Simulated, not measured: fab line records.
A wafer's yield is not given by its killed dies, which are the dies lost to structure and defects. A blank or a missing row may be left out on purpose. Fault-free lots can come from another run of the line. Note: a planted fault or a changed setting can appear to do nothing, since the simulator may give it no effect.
2 desks, one fault / flow nand_harc / what lay behind the numbers comes last; until then each desk has only its own

## DESK OF THE TOOL OWNER: ald_metal-03
The tool's own readings at NHARC_A_CONTACT_ALD_18 (deposits TiN, target thk 3 nm, pulse time 1 s, ald cycles 150): means of the sampled wafers that have a number, for each lot that ran on this tool. The brackets show how far a lot's mean lies from the usual mean; more than 4 standard deviations puts the lot out of limits, marked OUT.
Columns: A = heater_power_w at NHARC_A_CONTACT_ALD_18, usual 1117 W; B = precursor_pulse_height_rel at NHARC_A_CONTACT_ALD_18, usual 0.997; C = susceptor_temp_C at NHARC_A_CONTACT_ALD_18, usual 449.98 C
lot=L749; first seen here=day 23 12:12; A=1133; B=0.993; C=449.88
lot=L752; first seen here=day 25 14:50; A=1136; B=1.003; C=449.89
lot=L762; first seen here=day 29 04:00; A=1122; B=0.994; C=449.88
lot=L764; first seen here=day 30 02:35; A=1115; B=1.005; C=449.91
Result from this desk: across the 4 lots, nothing is out of limits.

## AT THE METROLOGY DESK
Lot by lot, what the gauges showed, no matter which tool ran the lot: averages of those sampled wafers that carry a number. The brackets show how far a lot's mean lies from the usual mean; more than 4 standard deviations puts the lot out of limits, marked OUT.
Columns: A = overlay_x_nm at NHARC_A_CONTACT_OVL_MEAS_09, usual -0.1 nm; B = overlay_y_nm at NHARC_A_CONTACT_OVL_MEAS_09, usual 0.1 nm
lot=L747; first seen here=day 22 12:22; A=0.6; B=-0.5
lot=L750; first seen here=day 23 05:34; A=-1.4; B=-1.6
lot=L749; first seen here=day 23 06:55; A=0.1; B=0.4
lot=L751; first seen here=day 23 18:02; A=-2.1; B=-0.0
lot=L752; first seen here=day 25 10:19; A=0.0; B=-0.2
lot=L754; first seen here=day 25 20:32; A=-0.5; B=-0.3
lot=L762; first seen here=day 28 23:40; A=0.5; B=-0.2
lot=L764; first seen here=day 29 21:49; A=0.1; B=1.5
lot=L768; first seen here=day 31 16:32; A=-0.3; B=-0.3
lot=L770; first seen here=day 31 23:22; A=1.3; B=0.5
lot=L767; first seen here=day 32 01:04; A=1.5; B=0.7
lot=L769; first seen here=day 32 08:55; A=0.4; B=0.5
Result from this desk: across the 12 lots, nothing is out of limits.

## TAKEN TOGETHER
Nothing out of limits was seen by the tool owner's desk.
Nothing out of limits was seen by the metrology desk.

## WHAT WAS PUT IN BY THE SIMULATOR
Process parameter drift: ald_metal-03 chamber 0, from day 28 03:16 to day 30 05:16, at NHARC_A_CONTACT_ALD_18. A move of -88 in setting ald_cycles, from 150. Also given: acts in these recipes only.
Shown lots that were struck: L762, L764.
